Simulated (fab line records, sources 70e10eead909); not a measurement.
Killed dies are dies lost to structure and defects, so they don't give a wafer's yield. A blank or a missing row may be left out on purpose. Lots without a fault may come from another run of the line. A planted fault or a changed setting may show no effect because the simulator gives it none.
One fault seen from 2 desks | flow nand_harc | each desk has only its own numbers; what lay behind them comes last

THE TOOL OWNER'S DESK: pecvd-03
The tool's own readings at NHARC_A_BONDPAD_DEP_00 (deposits SiCN, target thk 250 nm): means of the sampled wafers that have a number, for each lot that ran on this tool. A lot is out of limits, marked OUT, if its mean lies more than 4 standard deviations from the usual mean; the brackets give that distance.
Columns: A = heater_power_outer_w at NHARC_A_BONDPAD_DEP_00, usual 331 W; B = heater_power_w at NHARC_A_BONDPAD_DEP_00, usual 568 W; C = showerhead_vpp_V at NHARC_A_BONDPAD_DEP_00, usual 1301 V
lot  | first seen here | A   | B   | C
L269 | day 19 00:45    | 276 | 497 | 1293
L267 | day 19 08:43    | 282 | 514 | 1293
L273 | day 20 06:04    | 313 | 555 | 1306
L283 | day 23 03:22    | 293 | 544 | 1287
L284 | day 24 01:38    | 265 | 500 | 1307
This desk's finding: nothing out of limits on any of the 5 lots.

THE METROLOGY DESK
What the gauges read, lot by lot, whatever tool the lot ran on: means of the sampled wafers that have a number. A lot is out of limits, marked OUT, if its mean lies more than 4 standard deviations from the usual mean; the brackets give that distance.
Columns: A = thk_nm at NHARC_A_BONDPAD_THK_MEAS_30, usual 200.1 nm
lot  | first seen here | A
L264 | day 17 19:53    | 200.7
L263 | day 17 23:02    | 198.5
L266 | day 18 05:06    | 201.3
L265 | day 18 06:56    | 196.8
L268 | day 18 19:58    | 198.6
L269 | day 19 01:24    | 201.4
L270 | day 19 03:49    | 200.0
L267 | day 19 09:20    | 201.6
L273 | day 20 06:35    | 201.3
L283 | day 23 04:01    | 170.7 (-16) OUT
L285 | day 23 13:08    | 200.3
L284 | day 24 02:04    | 154.3 (-25) OUT
This desk's finding: out of limits on L283, L284; first on L283, day 23 04:01 (thk_nm at NHARC_A_BONDPAD_THK_MEAS_30). In limits: L264, L263, L266, L265, L268, L269, L270, L267, L273, L285.

PUT TOGETHER
The metrology desk could have raised an alarm at day 23 04:01, on L283, L284.
The tool owner's desk saw nothing out of limits.
The tool owner's desk has L283, L284 on record, within its limits.
Of the lots named, all ran NHARC_A_BONDPAD_DEP_00 on pecvd-03.

WHAT THE SIMULATOR HAD PUT IN
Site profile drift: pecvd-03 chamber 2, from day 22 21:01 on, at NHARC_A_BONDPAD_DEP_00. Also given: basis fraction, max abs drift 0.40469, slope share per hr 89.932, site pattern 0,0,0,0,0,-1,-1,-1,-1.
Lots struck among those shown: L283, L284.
Hours from the fault's start to each desk's first reading out of limits: the metrology desk, 7.
